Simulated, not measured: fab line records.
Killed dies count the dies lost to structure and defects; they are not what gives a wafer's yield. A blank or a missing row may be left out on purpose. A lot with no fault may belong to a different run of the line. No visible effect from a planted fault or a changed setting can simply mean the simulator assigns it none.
Chamber matching / flow n5 finfet / N5_BEOL_M7_DESCUM_33 on rie diel-01: 4 sister chambers
The step chemistry O2, time 7 s. 16 wafers are shown with their chamber, then 8 later ones without.

## WAFERS WITH THEIR CHAMBER
wafer=L075.1; chamber=2; showerhead plenum p Torr (Torr)=2.16; throttle valve pct (%)=20.13; oes product au (a.u.)=0.72
wafer=L075.4; chamber=0; showerhead plenum p Torr (Torr)=2.11; throttle valve pct (%)=20.23; oes product au (a.u.)=0.91
wafer=L075.6; chamber=0; showerhead plenum p Torr (Torr)=2.11; throttle valve pct (%)=20.24; oes product au (a.u.)=0.90
wafer=L079.3; chamber=1; showerhead plenum p Torr (Torr)=2.24; throttle valve pct (%)=20.40; oes product au (a.u.)=0.85
wafer=L079.4; chamber=3; showerhead plenum p Torr (Torr)=2.09; throttle valve pct (%)=20.49; oes product au (a.u.)=0.73
wafer=L079.5; chamber=1; showerhead plenum p Torr (Torr)=2.24; throttle valve pct (%)=20.40; oes product au (a.u.)=0.86
wafer=L081.2; chamber=3; showerhead plenum p Torr (Torr)=2.09; throttle valve pct (%)=20.49; oes product au (a.u.)=0.73
wafer=L081.3; chamber=0; showerhead plenum p Torr (Torr)=2.10; throttle valve pct (%)=20.24; oes product au (a.u.)=0.89
wafer=L081.4; chamber=2; showerhead plenum p Torr (Torr)=2.16; throttle valve pct (%)=20.14; oes product au (a.u.)=0.71
wafer=L084.1; chamber=2; showerhead plenum p Torr (Torr)=2.16; throttle valve pct (%)=20.15; oes product au (a.u.)=0.70
wafer=L084.2; chamber=1; showerhead plenum p Torr (Torr)=2.23; throttle valve pct (%)=20.41; oes product au (a.u.)=0.84
wafer=L084.4; chamber=3; showerhead plenum p Torr (Torr)=2.09; throttle valve pct (%)=20.49; oes product au (a.u.)=0.72
wafer=L088.3; chamber=3; showerhead plenum p Torr (Torr)=2.09; throttle valve pct (%)=20.50; oes product au (a.u.)=0.72
wafer=L088.4; chamber=0; showerhead plenum p Torr (Torr)=2.10; throttle valve pct (%)=20.27; oes product au (a.u.)=0.87
wafer=L088.5; chamber=2; showerhead plenum p Torr (Torr)=2.16; throttle valve pct (%)=20.15; oes product au (a.u.)=0.70
wafer=L090.1; chamber=1; showerhead plenum p Torr (Torr)=2.23; throttle valve pct (%)=20.44; oes product au (a.u.)=0.83

SIGNATURES (averages over the wafers above)
reading=showerhead plenum p Torr; chamber 0=2.1050; chamber 1=2.2350; chamber 2=2.1600; chamber 3=2.0900; scatter within a chamber=0.00408
reading=throttle valve pct; chamber 0=20.2450; chamber 1=20.4125; chamber 2=20.1425; chamber 3=20.4925; scatter within a chamber=0.0139
reading=oes product au; chamber 0=0.8925; chamber 1=0.8450; chamber 2=0.7075; chamber 3=0.7250; scatter within a chamber=0.0121
Rule: a wafer lies at a distance from a chamber equal to the root of the sum of squares, over the readings, of (its reading less the chamber's mean, divided by the reading's scatter). The wafer belongs to the nearest chamber; if the next one is less than 2 further off, it can't be placed. The scatter is the square root of a quotient: the sum, over the shown wafers, of each reading's squared deviation from its chamber's mean, divided by wafers minus chambers.

## WAFERS MISSING THEIR CHAMBER
wafer=L090.4; showerhead plenum p Torr (Torr)=2.10; throttle valve pct (%)=20.30; oes product au (a.u.)=0.86
wafer=L090.5; showerhead plenum p Torr (Torr)=2.23; throttle valve pct (%)=20.44; oes product au (a.u.)=0.83
wafer=L093.3; showerhead plenum p Torr (Torr)=2.23; throttle valve pct (%)=20.45; oes product au (a.u.)=0.83
wafer=L093.4; showerhead plenum p Torr (Torr)=2.23; throttle valve pct (%)=20.44; oes product au (a.u.)=0.83
wafer=L093.6; showerhead plenum p Torr (Torr)=2.10; throttle valve pct (%)=20.29; oes product au (a.u.)=0.86
wafer=L096.3; showerhead plenum p Torr (Torr)=2.10; throttle valve pct (%)=20.29; oes product au (a.u.)=0.84
wafer=L096.5; showerhead plenum p Torr (Torr)=2.23; throttle valve pct (%)=20.45; oes product au (a.u.)=0.82
wafer=L096.6; showerhead plenum p Torr (Torr)=2.09; throttle valve pct (%)=20.30; oes product au (a.u.)=0.85

## WHICH CHAMBER EACH ONE RAN IN
wafer=L090.4; from the rows above=0; in truth=0
wafer=L090.5; from the rows above=1; in truth=1
wafer=L093.3; from the rows above=1; in truth=1
wafer=L093.4; from the rows above=1; in truth=1
wafer=L093.6; from the rows above=0; in truth=0
wafer=L096.3; from the rows above=0; in truth=0
wafer=L096.5; from the rows above=1; in truth=1
wafer=L096.6; from the rows above=0; in truth=0
Placed correctly: 8 of 8. Can't be placed from these rows: 0. Number placed wrongly: 0.
